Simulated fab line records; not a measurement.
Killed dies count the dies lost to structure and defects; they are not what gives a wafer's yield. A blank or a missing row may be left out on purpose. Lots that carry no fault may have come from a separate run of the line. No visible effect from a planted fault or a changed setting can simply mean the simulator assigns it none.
Problem report in the 8D (eight disciplines) form, filled by code ; flow nand-harc ; the parts of the form that need people (team, actions taken, sign-off) are left out

1. WHAT WENT WRONG
On 3 wafers of 1 lot, raw-defect-count at NHARC_P_M2_INSPECT_11 has a mean of 823.3; fault-free wafers read 4.0, standard deviation 2.3. So: +99 or more standard deviations from the usual mean.
The first sign was on wafer L886.2 at day 10 08:50, on defect-inspect-02. The record holds 33 wafers of 11 lots with a number at this step. The rule behind "out" and "out of limits": a value lying over 4 standard deviations away from the usual mean. The other wafers with a number count as sound.

2. WHAT IT IS AND WHAT IT IS NOT
question;is;is not
which readings at this step;raw-defect-count;-
which lots;L886;L869, L874, L876, L877, L881, L884, L885, L887, L891, L892
which wafers of those lots;all that have a number;-
read on which gauges;defect-inspect-02;defect-inspect-01
when;from day 10 08:50;"up to then (21 sound wafers); but 9 sound wafers of L887, L891, L892 came after"

3. SUSPECTS, AND WHAT RULES EACH OUT
Counting: a tool at any process step up to the reading remains a suspect when it ran all the lots that are out and ran no sound lot after the first of those.
- ruled out: the gauge at NHARC_P_M2_INSPECT_11. All the wafers that are out were read on defect-inspect-02, but those of them that NHARC_END_SORT_01 has rows for are out there too, on other tools.
- rtp-anneal-01 at NHARC_P_M1_ANNEAL_31 (time 90 s): ruled out as a lasting fault. The sound lots L887, L892 went through it after L886, its earliest lot that is out (day 10 06:36).
- pecvd-02 at NHARC_P_M1_PRE_CLEAN_32 (time 12 s): kept. It ran the lot that is out, L886 (day 10 07:28), and no sound lot after that; its last sound lot up to then is L885 (day 10 06:54).
Left after counting: pecvd-02 at NHARC_P_M1_PRE_CLEAN_32.

4. THE CAUSE (what the simulator had put in)
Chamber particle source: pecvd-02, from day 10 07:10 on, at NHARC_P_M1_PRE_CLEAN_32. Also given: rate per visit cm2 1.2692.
Only this tool survived the counting.

5. SEQUENCE OF EFFECTS, ordered by route
Each row: a reading where the mean over the struck wafers with a number is more than 3 standard deviations away from the usual. Only readings for which the record gives a usual standard deviation are gone through. hours: the time from each lot's start at the first step in this table that gives one to its start at this step, as a median over the lots. sigmas: the change in usual standard deviations.
hours;step;reading;usual;on struck wafers;change;sigmas
0;NHARC_P_M2_INSPECT_11;raw-defect-count;4.0;823.3;+819.3;+99 or more
317;NHARC_END_SORT_01;defect-limited-yield;95.0 %;87.7;-7.3;-4.3
317;NHARC_END_SORT_01;killed-at-periphery;3.0;52.3;+49.3;+25
317;NHARC_END_SORT_01;killed-dies;34;83;+49;+4.1
317;NHARC_END_SORT_01;sort_bin_2_pct;1.6 %;4.9;+3.3;+5.0
317;NHARC_END_SORT_01;sort_bin_3_pct;0.26 %;3.01;+2.75;+14
317;NHARC_END_SORT_01;sort-n-pass;643;594;-49;-4.1
317;NHARC_END_SORT_01;sort-rim-yield-pct;96.8 %;87.1;-9.7;-5.4
317;NHARC_END_SORT_01;sort-yield-pct;95.0 %;87.7;-7.3;-4.3

6. WHAT WOULD HAVE CAUGHT IT SOONER
2 hours passed between the start of the fault at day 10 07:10 and the first reading out of limits at a measuring or inspecting step in this record, taken at day 10 08:50.
Tool readings at NHARC_P_M1_PRE_CLEAN_32 with a usual standard deviation given in the record: none out on any struck wafer, hence no alarm at a limit of 4 standard deviations on them.
By day 10 08:50 the whole set of lots that are out, 1 in number, had already begun NHARC_P_M1_PRE_CLEAN_32 on pecvd-02. A hold on the tool at that time would have spared none of them.
